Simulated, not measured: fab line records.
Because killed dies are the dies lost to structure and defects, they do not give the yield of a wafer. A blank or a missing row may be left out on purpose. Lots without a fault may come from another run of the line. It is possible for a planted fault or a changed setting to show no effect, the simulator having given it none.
Matching of chambers :: flow nand-harc :: NHARC_A_CONTACT_DEP_85 on pecvd-02: 3 sister chambers
The step deposits SiON, target thk 50 nm. 16 wafers are shown with their chamber, then 8 later ones without.

WAFERS, EACH WITH ITS CHAMBER
wafer: L075.1
chamber: 2
heater-power-w (W): 552
chamber-pressure-Torr (Torr): 3.499

wafer: L075.2
chamber: 0
heater-power-w (W): 738
chamber-pressure-Torr (Torr): 3.501

wafer: L075.4
chamber: 2
heater-power-w (W): 538
chamber-pressure-Torr (Torr): 3.495

wafer: L080.1
chamber: 1
heater-power-w (W): 841
chamber-pressure-Torr (Torr): 3.511

wafer: L080.4
chamber: 1
heater-power-w (W): 802
chamber-pressure-Torr (Torr): 3.497

wafer: L080.6
chamber: 2
heater-power-w (W): 590
chamber-pressure-Torr (Torr): 3.501

wafer: L084.1
chamber: 0
heater-power-w (W): 750
chamber-pressure-Torr (Torr): 3.506

wafer: L084.3
chamber: 1
heater-power-w (W): 718
chamber-pressure-Torr (Torr): 3.497

wafer: L084.6
chamber: 2
heater-power-w (W): 579
chamber-pressure-Torr (Torr): 3.500

wafer: L086.1
chamber: 1
heater-power-w (W): 683
chamber-pressure-Torr (Torr): 3.498

wafer: L086.2
chamber: 0
heater-power-w (W): 747
chamber-pressure-Torr (Torr): 3.488

wafer: L086.3
chamber: 2
heater-power-w (W): 599
chamber-pressure-Torr (Torr): 3.513

wafer: L088.1
chamber: 2
heater-power-w (W): 642
chamber-pressure-Torr (Torr): 3.507

wafer: L088.2
chamber: 1
heater-power-w (W): 842
chamber-pressure-Torr (Torr): 3.502

wafer: L088.5
chamber: 0
heater-power-w (W): 717
chamber-pressure-Torr (Torr): 3.495

wafer: L089.2
chamber: 2
heater-power-w (W): 576
chamber-pressure-Torr (Torr): 3.517

SIGNATURES (means of the wafers above)
reading: heater-power-w
chamber 0: 738.00
chamber 1: 777.20
chamber 2: 582.29
scatter within a chamber: 47

reading: chamber-pressure-Torr
chamber 0: 3.49750
chamber 1: 3.50100
chamber 2: 3.50457
scatter within a chamber: 0.00739
Rule: a wafer's distance from a chamber is the root of the sum, over the readings, of the square of ((its reading less the chamber's mean) divided by the reading's scatter). The wafer belongs to the nearest chamber; if the next one is less than 2 further off, it can't be placed. The scatter: the root of (the sum of the squares of (reading less its chamber's mean) over the shown wafers, divided by (wafers less chambers)).

WAFERS WHOSE CHAMBER IS MISSING
wafer: L089.3
heater-power-w (W): 696
chamber-pressure-Torr (Torr): 3.498

wafer: L089.6
heater-power-w (W): 688
chamber-pressure-Torr (Torr): 3.497

wafer: L092.1
heater-power-w (W): 747
chamber-pressure-Torr (Torr): 3.497

wafer: L092.2
heater-power-w (W): 787
chamber-pressure-Torr (Torr): 3.495

wafer: L092.3
heater-power-w (W): 624
chamber-pressure-Torr (Torr): 3.499

wafer: L096.4
heater-power-w (W): 820
chamber-pressure-Torr (Torr): 3.506

wafer: L096.5
heater-power-w (W): 592
chamber-pressure-Torr (Torr): 3.497

wafer: L096.6
heater-power-w (W): 780
chamber-pressure-Torr (Torr): 3.503

WHICH CHAMBER EACH WENT THROUGH
wafer: L089.3
from the rows above: can't be placed: 0 or 1 or 2
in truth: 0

wafer: L089.6
from the rows above: can't be placed: 0 or 1 or 2
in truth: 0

wafer: L092.1
from the rows above: can't be placed: 0 or 1
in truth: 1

wafer: L092.2
from the rows above: can't be placed: 1 or 0
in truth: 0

wafer: L092.3
from the rows above: can't be placed: 2 or 0
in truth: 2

wafer: L096.4
from the rows above: can't be placed: 1 or 0
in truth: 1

wafer: L096.5
from the rows above: 2
in truth: 2

wafer: L096.6
from the rows above: can't be placed: 1 or 0
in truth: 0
1 of 8 placed correctly. Cannot be placed on the basis of these rows: 7; the candidates contain the true chamber in 7. 0 placed wrongly.
